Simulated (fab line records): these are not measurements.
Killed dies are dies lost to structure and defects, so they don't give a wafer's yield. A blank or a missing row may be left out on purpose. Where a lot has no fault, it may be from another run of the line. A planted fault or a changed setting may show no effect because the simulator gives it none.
The tool behind it: which one? | flow n5_finfet | Sampling: 10 lots, 29 wafers, 5 of 1938 route steps

## WHAT THE GAUGES READ, wafer by wafer
N5_MOL_CONTACT_COAG_INSPECT_10: inspects for defects (brightfield).
lot  | measured     | on                | raw_defect_count
L347 | day 4 20:56  | defect_inspect-02 | 78 56 48
L352 | day 6 06:50  | defect_inspect-02 | 27 102 86
L353 | day 6 10:48  | defect_inspect-01 | 58 69 98
L354 | day 6 15:13  | defect_inspect-01 | 38 45 54
L355 | day 6 22:04  | defect_inspect-02 | 68 69 93
L356 | day 7 02:17  | defect_inspect-01 | 65 107 59
L359 | day 7 23:50  | defect_inspect-02 | 66 78 50
L360 | day 8 04:28  | defect_inspect-02 | 62 65 57
L361 | day 8 08:28  | defect_inspect-02 | 79 51
L368 | day 10 05:30 | defect_inspect-01 | 104 70 141

N5_BEOL_M4_RC_MEAS_101.
lot  | measured     | on        | DIBL_N (mV/V)  | DIBL_P (mV/V)  | IOFF_N (nA/um) | IOFF_P (nA/um) | ION_N (uA/um) | ION_P (uA/um) | SS_N (mV/dec)  | SS_P (mV/dec)  | VT_N (mV)   | VT_P (mV)
L347 | day 8 08:12  | prober-01 | 37.0 34.9 37.0 | 37.2 34.1 35.9 | 0.18 0.14 0.17 | 0.21 0.16 0.19 | 689 662 683   | 466 451 453   | 71.7 70.4 71.9 | 73.5 72.6 73.4 | 244 251 248 | -254 -255 -254
L352 | day 9 20:15  | prober-02 | 35.0 35.7 33.9 | 35.6 36.2 34.9 | 0.13 0.15 0.13 | 0.19 0.20 0.18 | 667 678 675   | 465 467 463   | 70.8 71.3 70.9 | 73.1 73.9 72.5 | 249 249 251 | -251 -253 -251
L353 | day 9 19:58  | prober-01 | 36.8 33.8 35.6 | 35.8 32.8 34.7 | 0.16 0.12 0.15 | 0.21 0.16 0.19 | 675 673 670   | 460 459 461   | 71.4 71.0 71.0 | 73.3 72.4 72.5 | 248 251 249 | -249 -254 -248
L354 | day 10 03:37 | prober-02 | 35.0 35.3 36.3 | 34.7 34.6 35.7 | 0.15 0.16 0.16 | 0.20 0.20 0.21 | 676 677 678   | 462 465 462   | 71.1 70.5 71.2 | 73.3 72.5 73.3 | 247 246 250 | -251 -251 -251
L355 | day 10 03:55 | prober-01 | 35.8 34.3 36.0 | 36.4 34.1 36.2 | 0.17 0.15 0.17 | 0.23 0.21 0.24 | 672 671 672   | 466 465 467   | 71.5 70.8 71.8 | 73.6 72.8 74.1 | 248 246 248 | -248 -248 -245
L356 | day 10 20:40 | prober-01 | 36.4 38.2 37.4 | 35.0 36.7 35.6 | 0.18 0.20 0.20 | 0.20 0.22 0.21 | 679 675 672   | 454 452 452   | 71.9 72.8 71.6 | 72.7 73.5 73.1 | 246 248 246 | -252 -250 -252
L359 | day 11 07:36 | prober-02 | 38.1 38.4 34.5 | 37.8 38.9 34.7 | 0.17 0.19 0.12 | 0.20 0.23 0.16 | 675 684 672   | 452 464 462   | 72.2 72.9 71.4 | 73.4 74.0 73.6 | 251 248 252 | -251 -251 -255
L360 | day 11 12:56 | prober-01 | 35.1 37.4 35.0 | 35.0 38.1 35.1 | 0.14 0.18 0.14 | 0.20 0.25 0.21 | 675 676 684   | 470 462 471   | 71.0 71.0 71.4 | 72.8 73.8 72.9 | 250 248 249 | -250 -248 -249
L361 | day 12 01:16 | prober-01 | 38.7 37.8      | 39.2 38.0      | 0.20 0.18      | 0.24 0.21      | 682 691       | 463 462       | 71.7 71.4      | 74.4 73.2      | 247 250     | -250 -254
L368 | day 14 00:46 | prober-02 | 36.9 38.9 35.3 | 37.0 39.9 35.8 | 0.17 0.21 0.16 | 0.25 0.29 0.22 | 673 687 683   | 465 476 472   | 71.8 72.7 71.2 | 73.1 73.8 72.8 | 247 247 250 | -246 -243 -248

## WHAT TOOL EACH LOT RAN ON (gives the tool, then ch and the chambers of the sampled wafers, and finally the start)
lot  | N5_MOL_CONTACT_COAG_ETCH_105       | N5_MOL_CONTACT_COAG_ALD_20          | N5_MOL_CONTACT_COAG_CO_FILL_22
L347 | rie_diel-05 ch 1,3, day 4 21:17    | ald_metal-04 ch 1,2,3, day 4 23:47  | cvd_co-02 ch 0,2, day 5 01:32
L352 | rie_diel-05 ch 0,2, day 6 06:55    | ald_metal-04 ch 0,1,3, day 6 07:55  | cvd_co-01 ch 0,2, day 6 10:11
L353 | rie_diel-05 ch 0,1, day 6 11:11    | ald_metal-01 ch 0,1,3, day 6 12:15  | cvd_co-02 ch 0,2, day 6 14:41
L354 | rie_diel-03 ch 0,1,2, day 6 15:23  | ald_metal-01 ch 0,2,3, day 6 16:19  | cvd_co-02 ch 0,1,2, day 6 18:22
L355 | rie_diel-05 ch 0,2, day 6 22:26    | ald_metal-04 ch 1,2, day 6 23:29    | cvd_co-01 ch 0,1, day 7 01:41
L356 | rie_diel-03 ch 0,2, day 7 02:35    | ald_metal-01 ch 2,3, day 7 04:34    | cvd_co-01 ch 0,1,2, day 7 05:55
L359 | rie_diel-04 ch 1,2,3, day 7 23:56  | ald_metal-04 ch 0,3, day 8 02:14    | cvd_co-02 ch 1,2, day 8 04:10
L360 | rie_diel-03 ch 0,2, day 8 04:40    | ald_metal-01 ch 0,2,3, day 8 07:18  | cvd_co-01 ch 0,1, day 8 08:52
L361 | rie_diel-04 ch 0,1, day 8 08:33    | ald_metal-01 ch 1, day 8 09:29      | cvd_co-02 ch 0,2, day 8 10:25
L368 | rie_diel-04 ch 1,2,3, day 10 05:35 | ald_metal-03 ch 0,1,2, day 10 08:15 | cvd_co-02 ch 0,1,2, day 10 09:35
- N5_MOL_CONTACT_COAG_ETCH_105: etches SiARC in CF4, target depth 15.6 nm, time 26 s.
- N5_MOL_CONTACT_COAG_ALD_20: deposits TiN, target thk 1.5 nm, pulse time 1 s, purge time 3 s.
- N5_MOL_CONTACT_COAG_CO_FILL_22: material Co, precursor CCTBA/H2, target thk 20 nm.

## AS READ BY THE TOOLS THEMSELVES (means over the sampled wafers that have a number; for cases with no such wafer, the mark the record gives instead)
N5_MOL_CONTACT_COAG_ETCH_105.
lot  | tool        | drypump_motor_current_A (A) | etch_rf_on_time_s (s) | oes_product_au (a.u.) | rf_vpp_V (V) | showerhead_plenum_p_Torr (Torr) | throttle_valve_pct (%)
L347 | rie_diel-05 | 5.7                         | 26.0                  | 0.62                  | 183.7        | 2.10                            | 15.56
L352 | rie_diel-05 | 5.6                         | 26.2                  | 0.79                  | 185.3        | 2.28                            | 15.36
L353 | rie_diel-05 | 6.3                         | 27.1                  | 0.66                  | 184.7        | 2.19                            | 15.64
L354 | rie_diel-03 | 5.8                         | 26.5                  | 0.65                  | 183.8        | 2.14                            | 15.49
L355 | rie_diel-05 | 6.1                         | 26.2                  | 0.73                  | 184.3        | 2.27                            | 15.53
L356 | rie_diel-03 | 5.8                         | 27.2                  | 0.59                  | 184.6        | 2.15                            | 15.45
L359 | rie_diel-04 | 5.8                         | 25.9                  | 0.65                  | 185.2        | 2.14                            | 15.61
L360 | rie_diel-03 | 5.9                         | 27.1                  | 0.59                  | 183.6        | 2.10                            | 15.56
L361 | rie_diel-04 | 6.2                         | 25.5                  | 0.67                  | 184.5        | 2.19                            | 15.80
L368 | rie_diel-04 | 5.8                         | 25.8                  | 0.70                  | 184.0        | 2.13                            | 15.49

N5_MOL_CONTACT_COAG_ALD_20.
lot  | tool         | heater_power_outer_w (W) | heater_power_w (W) | precursor_pulse_height_rel
L347 | ald_metal-04 | 545                      | 904                | 1.017
L352 | ald_metal-04 | 566                      | 900                | 1.002
L353 | ald_metal-01 | 543                      | 874                | 0.994
L354 | ald_metal-01 | 550                      | 873                | 0.990
L355 | ald_metal-04 | 521                      | 844                | 1.014
L356 | ald_metal-01 | 503                      | 812                | 0.981
L359 | ald_metal-04 | 591                      | 960                | 0.988
L360 | ald_metal-01 | 545                      | 867                | 1.001
L361 | ald_metal-01 | 493                      | 838                | 0.999
L368 | ald_metal-03 | 526                      | 869                | 1.003

N5_MOL_CONTACT_COAG_CO_FILL_22.
lot  | tool      | heater_power_outer_w (W) | heater_power_w (W)
L347 | cvd_co-02 | 142                      | 272
L352 | cvd_co-01 | 116                      | 222
L353 | cvd_co-02 | 137                      | 260
L354 | cvd_co-02 | 133                      | 258
L355 | cvd_co-01 | 117                      | 222
L356 | cvd_co-01 | 116                      | 222
L359 | cvd_co-02 | 129                      | 254
L360 | cvd_co-01 | 116                      | 215
L361 | cvd_co-02 | 142                      | 266
L368 | cvd_co-02 | 133                      | 255

## THE ANSWER, worked out from the rows above alone
Rule: the lots themselves supply what counts as usual. The widest of any qualifying gaps counts: lots, ordered by their means at a reading, are off when they make up no more than a third of the lots, leave a main group of 4 or more, and stand apart from it by 3 or more times the standard deviation of that group's means. A main group is skipped when, at the precision printed for the reading in the tables above, its means are all equal. Also off: a lot with no number at a reading for which 4 or more lots have one. Any other lot the step has rows for is counted as sound. First the gauges in route order, then the tools' own readings, where a lot's mean is used as printed above. The first step at which some lot is off is used, and at that step the reading that is off furthest; a lot without a number counts as furthest.
No lot is off at any reading shown: from this, nothing can be told.

## WHAT THE SIMULATOR PUT IN
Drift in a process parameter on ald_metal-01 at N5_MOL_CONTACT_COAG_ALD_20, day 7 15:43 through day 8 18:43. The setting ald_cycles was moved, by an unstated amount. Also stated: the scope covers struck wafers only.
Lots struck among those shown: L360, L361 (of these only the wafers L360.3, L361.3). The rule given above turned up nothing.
